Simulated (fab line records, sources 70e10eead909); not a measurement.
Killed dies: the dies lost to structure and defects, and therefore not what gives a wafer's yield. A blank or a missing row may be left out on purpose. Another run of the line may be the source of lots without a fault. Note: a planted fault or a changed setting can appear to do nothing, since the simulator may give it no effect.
Struck lot and sound lot, side by side    flow nand harc    41 out of 1159 route steps
Sound: the wafers L670.2, L670.4, L670.5. Struck: wafer L676.1. (L676.3, L676.5 of the same lot were not struck and are left out.) The cause comes at the end.
Per side, at each step with rows, come the tool, then ch with its chambers, and then its first start. Under that, the readings that differ: sound wafers    struck wafers    difference of the means    sigmas: that difference in standard deviations of wafers without a fault.
alike: a reading whose means differ by less than 2 such deviations, as well as words and numbers matching on both sides. not compared: withheld readings; readings where some wafer has no value; bounds like >300 that might hide an equal value; numbers whose values overlap and for which the record gives no deviation.
The two part at a step that has a row with sigmas, a row that says differs or no value, or rows on one side only. Numbers that don't overlap but have no deviation are shown without sigmas and don't part them. A reading missing from all wafers of one side parts the sides only when that side holds two or more wafers.

first, 5 steps without rows for these wafers: NHARC_A_CONTACT_SOFTBAKE_03 (time 55 s); NHARC_A_CONTACT_EBR_04; NHARC_A_CONTACT_EXPOSE_05 (exposes mask A CC); NHARC_A_CONTACT_PEB_06 (peb time 65 s); NHARC_A_CONTACT_DEVELOP_07 (develop time 35 s).
NHARC_A_CONTACT_CD_MEAS_08 targets a cd of 100 nm.
  sound on cd sem-01 ch 0, day 17 00:38; struck on cd sem-03 ch 0, day 18 21:07
  alike: cd nm
NHARC_A_CONTACT_OVL_MEAS_09:
  sound on overlay-02, day 17 00:43; struck on overlay-02, day 18 21:12
  alike: overlay x nm, overlay y nm
NHARC_A_CONTACT_INSPECT_10:
  sound on defect inspect-01, day 17 00:45; struck on defect inspect-01, day 18 21:14
  alike: raw defect count
NHARC_A_CONTACT_DESCUM_13: chemistry O2, time 3 s.
  sound on rie diel-13 ch 0,2, day 17 00:49; struck on rie diel-04 ch 0, day 18 21:19
  alike: chamber pressure mTorr, drypump motor current A, oes product au, rf vpp V, showerhead plenum p Torr, throttle valve pct
  not compared: rf hours counter h
then, 3 steps without rows for these wafers: NHARC_A_CONTACT_ETCH_88 (etches the open film in CF4, target depth 39 nm, time 65 s); NHARC_A_CONTACT_ETCH_89 (etches the open film in N2/H2, target depth 260 nm, time 475.3 s); NHARC_A_CONTACT_ETCH_30 (etches the open film in CF4/CHF3, target depth 60.5 nm, time 30.2 s).
NHARC_A_CONTACT_ETCH_31: etches the open film in O2/COS, target depth 2000 nm, time 520 s.
  sound on rie diel-13 ch 1,3, day 17 01:25; struck on rie diel-04 ch 1, day 18 22:11
reading                          sound              struck  difference  sigmas
rf vpp V (V)                     310.6 311.7 310.9  317.6   +6.5        +3
showerhead plenum p Torr (Torr)  2.89 2.95 2.89     3.31    +0.40       +3
  alike: chamber pressure mTorr, drypump motor current A, oes product au, throttle valve pct
  not compared: rf hours counter h
NHARC_A_CONTACT_ETCH_134: etches the open film in C4F8/O2/Ar, time 140 s, target depth 700 nm.
  sound on har cap etch-01 ch 0,1, day 17 01:49; struck on har cap etch-01 ch 0, day 18 22:31
  alike: chamber pressure mTorr
  not compared: rf hours counter h
NHARC_A_CONTACT_ETCH_135: etches the open film in C4F8/O2/Ar, time 132 s, target depth 1287 nm.
  sound on har cap etch-01 ch 0,1, day 17 02:01; struck on har cap etch-01 ch 0, day 18 22:43
  alike: chamber pressure mTorr
  not compared: rf hours counter h
NHARC_A_CONTACT_ETCH_136: etches the open film in C4F8/O2/Ar, time 132 s, target depth 1287 nm.
  sound on har cap etch-01 ch 0,1, day 17 02:08; struck on har cap etch-01 ch 0, day 18 22:50
  alike: chamber pressure mTorr
  not compared: rf hours counter h
then, 5 steps without rows for these wafers: NHARC_A_CONTACT_ETCH_137 (etches the open film in C4F8/O2/Ar, time 132 s, target depth 1287 nm); NHARC_A_CONTACT_ETCH_138 (etches the open film in C4F8/O2/Ar, time 132 s, target depth 1289 nm); NHARC_A_CONTACT_ETCH_139 (etches the open film in C4F8/O2/Ar, time 137 s, target depth 590 nm); NHARC_A_CONTACT_ETCH_92 (etches the open film in CH3F/O2, target depth 40 nm, time 85.7 s); NHARC_A_CONTACT_ETCH_98 (etches the open film in C4F6/O2, target depth 20 nm, time 10 s).
NHARC_A_CONTACT_CD_MEAS_15:
  sound on cd sem-03, day 17 03:17; struck on cd sem-03, day 18 23:51
  alike: cd nm
then, 4 steps without rows for these wafers: NHARC_A_CONTACT_STRIP_107 (strips in N2/H2); NHARC_A_CONTACT_STRIP_108 (strips in CF4/CHF3); NHARC_A_CONTACT_STRIP_109 (strips in O2/COS); NHARC_A_CONTACT_ETCH_110 (etches the open film in CF4/O2, target depth 50 nm, overetch 5 nm, time 27.5 s).
NHARC_A_CONTACT_STRIP_26: strips in O2.
  sound on rie diel-13 ch 0,3; struck on rie diel-04 ch 0
  alike: chamber pressure mTorr, drypump motor current A, oes product au, rf vpp V, showerhead plenum p Torr, throttle valve pct
  not compared: rf hours counter h
then, 13 steps without rows for these wafers: NHARC_A_CONTACT_STRIP_27 (strips in post etch residue remover, time 600 s); NHARC_A_CONTACT_ALD_18 (deposits TiN, target thk 3 nm, pulse time 1 s, ald cycles 150); NHARC_A_CONTACT_CVD_19 (deposits W, target thk 300 nm, time 802 s); NHARC_A_CONTACT_CMP_20 (polishes, t overpolish 30 s, target thk 300 nm); NHARC_A_CONTACT_SRD_22; NHARC_A_BLC_DEHYDRATE_00 (time 120 s); NHARC_A_BLC_HMDS_01 (time 30 s); NHARC_A_BLC_COAT_02 (time 75 s); NHARC_A_BLC_COAT_03 (time 65 s); NHARC_A_BLC_COAT_04 (resist thk 90 nm); NHARC_A_BLC_SOFTBAKE_05 (time 55 s); NHARC_A_BLC_EBR_06; NHARC_A_BLC_EXPOSE_07 (exposes mask A BLC, target cd 100 nm).
-- break in the record here, with 5 days between the starts of the struck wafers on either side (left off in module A_BLC, picked up again in module END, where the first step shown is number 1159 on the route) --
NHARC_END_SORT_01:
  at this point the record logs the struck wafers (prober-02 ch 0, day 23 16:36) and has no rows for the sound ones

## WHERE THEY PART
Last at NHARC_END_SORT_01 as far as this record goes, first at NHARC_A_CONTACT_ETCH_31.

WHY: the cause the simulator had injected
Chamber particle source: rie diel-04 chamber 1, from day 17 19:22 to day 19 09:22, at NHARC_A_CONTACT_ETCH_31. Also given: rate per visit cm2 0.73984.
